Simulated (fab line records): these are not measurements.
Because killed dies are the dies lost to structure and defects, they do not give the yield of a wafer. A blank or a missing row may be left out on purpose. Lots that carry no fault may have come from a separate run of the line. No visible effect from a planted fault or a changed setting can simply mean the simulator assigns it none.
Chamber matching / flow n5Finfet / rieDiel-03 running N5_BEOL_M3_ETCH_70: 4 sister chambers
The step etches SOC in N2/H2, target depth 80 nm, overetch 16 nm, time 120 s. 16 wafers are shown with their chamber, then 8 later ones without.

## WAFERS PAIRED WITH THEIR CHAMBERS
wafer=L076.1; chamber=2; throttleValvePct (%)=17.79; drypumpMotorCurrentA (A)=6.2; showerheadPlenumPTorr (Torr)=2.71
wafer=L076.4; chamber=3; throttleValvePct (%)=17.81; drypumpMotorCurrentA (A)=5.1; showerheadPlenumPTorr (Torr)=2.71
wafer=L076.6; chamber=0; throttleValvePct (%)=17.38; drypumpMotorCurrentA (A)=6.2; showerheadPlenumPTorr (Torr)=2.56
wafer=L077.3; chamber=0; throttleValvePct (%)=17.39; drypumpMotorCurrentA (A)=6.2; showerheadPlenumPTorr (Torr)=2.56
wafer=L077.5; chamber=0; throttleValvePct (%)=17.43; drypumpMotorCurrentA (A)=6.2; showerheadPlenumPTorr (Torr)=2.56
wafer=L077.6; chamber=1; throttleValvePct (%)=18.29; drypumpMotorCurrentA (A)=5.8; showerheadPlenumPTorr (Torr)=2.60
wafer=L079.2; chamber=0; throttleValvePct (%)=17.41; drypumpMotorCurrentA (A)=6.2; showerheadPlenumPTorr (Torr)=2.55
wafer=L079.3; chamber=1; throttleValvePct (%)=18.31; drypumpMotorCurrentA (A)=5.8; showerheadPlenumPTorr (Torr)=2.60
wafer=L079.4; chamber=3; throttleValvePct (%)=17.83; drypumpMotorCurrentA (A)=5.2; showerheadPlenumPTorr (Torr)=2.71
wafer=L085.1; chamber=1; throttleValvePct (%)=18.33; drypumpMotorCurrentA (A)=5.7; showerheadPlenumPTorr (Torr)=2.59
wafer=L085.2; chamber=2; throttleValvePct (%)=17.80; drypumpMotorCurrentA (A)=6.3; showerheadPlenumPTorr (Torr)=2.70
wafer=L085.3; chamber=3; throttleValvePct (%)=17.84; drypumpMotorCurrentA (A)=5.1; showerheadPlenumPTorr (Torr)=2.71
wafer=L090.2; chamber=3; throttleValvePct (%)=17.86; drypumpMotorCurrentA (A)=5.2; showerheadPlenumPTorr (Torr)=2.70
wafer=L090.4; chamber=0; throttleValvePct (%)=17.45; drypumpMotorCurrentA (A)=6.2; showerheadPlenumPTorr (Torr)=2.54
wafer=L090.5; chamber=3; throttleValvePct (%)=17.86; drypumpMotorCurrentA (A)=5.2; showerheadPlenumPTorr (Torr)=2.70
wafer=L093.1; chamber=0; throttleValvePct (%)=17.45; drypumpMotorCurrentA (A)=6.2; showerheadPlenumPTorr (Torr)=2.54

SIGNATURES, as means of the wafers listed above
reading=throttleValvePct; chamber 0=17.4183; chamber 1=18.3100; chamber 2=17.7950; chamber 3=17.8400; scatter within a chamber=0.0244
reading=drypumpMotorCurrentA; chamber 0=6.200; chamber 1=5.767; chamber 2=6.250; chamber 3=5.160; scatter within a chamber=0.0444
reading=showerheadPlenumPTorr; chamber 0=2.5517; chamber 1=2.5967; chamber 2=2.7050; chamber 3=2.7060; scatter within a chamber=0.00775
Rule: a wafer's distance from a chamber is the root of the sum, over the readings, of the square of ((its reading less the chamber's mean) divided by the reading's scatter). The wafer belongs to the nearest chamber; if the next one is less than 2 further off, it can't be placed. How the scatter is found: for the shown wafers, subtract from each reading the mean of its chamber, square and add these, divide the total by (wafers less chambers), then take the root.

## WAFERS MISSING THEIR CHAMBER
wafer=L093.5; throttleValvePct (%)=17.87; drypumpMotorCurrentA (A)=5.2; showerheadPlenumPTorr (Torr)=2.70
wafer=L093.6; throttleValvePct (%)=17.46; drypumpMotorCurrentA (A)=6.2; showerheadPlenumPTorr (Torr)=2.54
wafer=L095.2; throttleValvePct (%)=17.90; drypumpMotorCurrentA (A)=5.8; showerheadPlenumPTorr (Torr)=2.58
wafer=L095.3; throttleValvePct (%)=17.48; drypumpMotorCurrentA (A)=6.1; showerheadPlenumPTorr (Torr)=2.54
wafer=L095.5; throttleValvePct (%)=17.88; drypumpMotorCurrentA (A)=5.2; showerheadPlenumPTorr (Torr)=2.70
wafer=L096.2; throttleValvePct (%)=17.86; drypumpMotorCurrentA (A)=6.2; showerheadPlenumPTorr (Torr)=2.69
wafer=L096.3; throttleValvePct (%)=17.88; drypumpMotorCurrentA (A)=5.1; showerheadPlenumPTorr (Torr)=2.70
wafer=L096.4; throttleValvePct (%)=17.48; drypumpMotorCurrentA (A)=6.2; showerheadPlenumPTorr (Torr)=2.54

## EACH ONE'S CHAMBER
wafer=L093.5; from the rows above=3; in truth=3
wafer=L093.6; from the rows above=0; in truth=0
wafer=L095.2; from the rows above=1; in truth=1
wafer=L095.3; from the rows above=0; in truth=0
wafer=L095.5; from the rows above=3; in truth=3
wafer=L096.2; from the rows above=2; in truth=2
wafer=L096.3; from the rows above=3; in truth=3
wafer=L096.4; from the rows above=0; in truth=0
8 of 8 placed correctly. Not placeable from these rows: 0. Wrongly placed: 0.
